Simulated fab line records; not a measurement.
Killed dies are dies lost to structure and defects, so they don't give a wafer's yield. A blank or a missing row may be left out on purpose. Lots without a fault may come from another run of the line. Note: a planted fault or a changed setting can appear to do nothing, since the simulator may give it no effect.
Problem report in the 8D (eight disciplines) form, filled by code	flow nandHarc	the parts of the form that need people (team, actions taken, sign-off) are left out

1. WHAT WENT WRONG
thkNm at NHARC_A_ONON_D1_THK_MEAS_18 reads a mean of 830 nm on 6 wafers of 2 lots; wafers without a fault read 1001 nm with a standard deviation of 12. Relative to the usual mean, that is a shift of -14 standard deviations.
The step: measures by ellipsometry.
First observed at day 10 02:10: wafer L522.2, on filmMetro-02. The record holds 36 wafers of 12 lots with a number at this step. Rule for "out", or "out of limits": more than 4 standard deviations from the usual mean. All remaining wafers that have a number are taken as sound.

2. WHAT IT IS, AND WHAT IT ISN'T
question	is	is not
which readings at this step	thkNm	-
which lots	L522, L523	L512, L513, L514, L519, L524, L527, L528, L529, L534, L535
which wafers of those lots	all that have a number	-
read on which gauges	filmMetro-01, filmMetro-02	-
when	from day 10 02:10	up to then (12 sound wafers); but 18 sound wafers of L524, L527, L528, L529, L534, L535 came after

3. SUSPECTS, AND WHAT RULES EACH OUT
Counting: a tool at a process step up to the reading stays a suspect if it ran every lot that is out and no sound lot after the first of them.
- the gauge at NHARC_A_ONON_D1_THK_MEAS_18 has been ruled out. 2 gauges (filmMetro-01, filmMetro-02) read the wafers that are out.
- cmp-04 at NHARC_P_BONDPAD_CMP_19 (polishes, t overpolish 30 s, cu recess touch 16 s, target thk 160.81 nm): ruled out as a lasting fault. After its first lot that is out, L522 (day 8 14:04), sound lots L524, L534 ran on it.
- pecvdOnon-03 at NHARC_A_ONON_D1_DEP_16 (target thk 1000 nm): kept. All lots that are out passed through it, beginning with L522 at day 10 01:42, and no sound lot followed; its final sound lot before that point was L513 at day 8 11:59.
Remaining after the count: pecvdOnon-03 at NHARC_A_ONON_D1_DEP_16.

4. THE CAUSE (what the simulator had put in)
Site profile drift: pecvdOnon-03, from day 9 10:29 on, at NHARC_A_ONON_D1_DEP_16. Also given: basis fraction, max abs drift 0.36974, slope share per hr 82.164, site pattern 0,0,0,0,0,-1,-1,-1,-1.
Counting left only this tool.

5. SEQUENCE OF EFFECTS, ordered by route
Each row: a reading where the mean over the struck wafers with a number is more than 3 standard deviations away from the usual. Scope: only readings with a usual standard deviation given in the record; hours: median across lots of the time from each lot's start at the first step in this table that gives one to its start at this step; sigmas: change in usual standard deviations.
hours	step	reading	usual	on struck wafers	change	sigmas
0	NHARC_A_ONON_D1_THK_MEAS_18	thkNm	1001 nm	830	-171	-14
At these later measuring or inspecting steps, every struck wafer for which the step has a row has a number for every such reading, and none has moved that far: NHARC_A_CHANNEL_HOLE_D1_CD_MEAS_10.

6. HOW IT WOULD HAVE BEEN CAUGHT EARLIER
Counted from the fault's start at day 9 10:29, it took 16 hours until the first out-of-limits reading at a measuring or inspecting step in this record, taken at day 10 02:10.
Of the tool readings at NHARC_A_ONON_D1_DEP_16 for which the record gives a usual standard deviation, none was out on any struck wafer, so an alarm limit of 4 standard deviations on them would not have fired.
L523, from the lots that are out (2), started NHARC_A_ONON_D1_DEP_16 on pecvdOnon-03 later than day 10 02:10. Had the tool been put on hold then, it would have been spared.
